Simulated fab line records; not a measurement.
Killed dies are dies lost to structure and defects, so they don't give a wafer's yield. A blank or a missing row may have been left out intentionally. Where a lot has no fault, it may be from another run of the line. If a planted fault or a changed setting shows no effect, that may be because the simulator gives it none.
Split-lot trial + flow n5 finfet + 16 wafers read across 7 lots, on a route 1938 steps long

## THE SPLIT ITSELF
At N5_BEOL_M4_SPUTTER_88 (material Cu, target thk 4.5 nm, time 8.29 s), the setting time s was moved away from the recipe's 8.29 s on 3 of the 16 wafers read, by -10.1% to +13.6%. This setting was run at the recipe's value on the other wafers.

The split's own step is where the reading is taken.

## THE READING
Cu_of_BEOL_M4_SPUTTER_88.thk nm (the simulator's own value, which no gauge read), in nm, at N5_BEOL_M4_SPUTTER_88 (material Cu, target thk 4.5 nm, time 8.29 s). The file gives no usual value for it. Average 4.5 nm, standard deviation 0.13 nm, over the 13 wafers here run with the recipe.

| wafer  | tool, chamber at the split | time s as run, s | against the recipe | Cu_of_BEOL_M4_SPUTTER_88.thk nm, nm | against lot-mates on the recipe |
|--------|----------------------------|------------------|--------------------|-------------------------------------|---------------------------------|
| L077.6 | pvd sputter-03, -          | 8.29             | recipe             | 4.4                                 | -                               |
| L076.1 | pvd sputter-01, -          | 8.29             | recipe             | 4.4                                 | -                               |
| L076.4 | pvd sputter-01, -          | 8.29             | recipe             | 4.4                                 | -                               |
| L076.6 | pvd sputter-01, -          | 8.29             | recipe             | 4.4                                 | -                               |
| L082.1 | pvd sputter-02, -          | 8.29             | recipe             | 4.4                                 | -                               |
| L082.4 | pvd sputter-02, -          | 8.29             | recipe             | 4.4                                 | -                               |
| L082.5 | pvd sputter-02, -          | 8.29             | recipe             | 4.4                                 | -                               |
| L086.3 | pvd sputter-02, -          | 8.29             | recipe             | 4.8                                 | -                               |
| L086.6 | pvd sputter-02, -          | 7.872            | -5.0%              | 4.4                                 | -0.4                            |
| L093.1 | pvd sputter-02, -          | 8.29             | recipe             | 4.4                                 | -                               |
| L093.2 | pvd sputter-02, -          | 8.29             | recipe             | 4.6                                 | -                               |
| L094.1 | pvd sputter-02, -          | 7.452            | -10.1%             | 4                                   | -0.6                            |
| L094.6 | pvd sputter-02, -          | 8.29             | recipe             | 4.6                                 | -                               |
| L097.2 | pvd sputter-03, -          | 8.29             | recipe             | 4.6                                 | -                               |
| L097.3 | pvd sputter-03, -          | 8.29             | recipe             | 4.6                                 | -                               |
| L097.5 | pvd sputter-03, -          | 9.415            | +13.6%             | 5.2                                 | +0.6                            |

FIT RESULTS
A straight line over all 16 wafers: Cu_of_BEOL_M4_SPUTTER_88.thk nm changes by +0.0483 nm for each +1% of time s; r = +0.87; the points scatter about the line by 0.13 nm.
The same after taking each lot's own level away (the mean of its wafers on the recipe; 16 wafers): +0.0519 nm for each +1%; r = +0.97; scatter 0.059 nm.
According to that fit, moving time s by its largest amount changes the reading by 0.7 nm.
The span of the lots' own levels, 4.40 to 4.80 nm, comes to 3.2 times the standard deviation stated above.
Hence the lot-to-lot level has little effect on the slope; both slopes agree.
Check: +0.852 nm against its lot-mates is what the line predicts for one of the wafers moved furthest among these (+13.6%) when that wafer is left out of the fit. It came out at +0.6 nm against them.

## THE FILE'S OWN FIT
Cu_of_BEOL_M4_SPUTTER_88.thk nm changes by +0.0508 nm for each +1% of time s, r = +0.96.
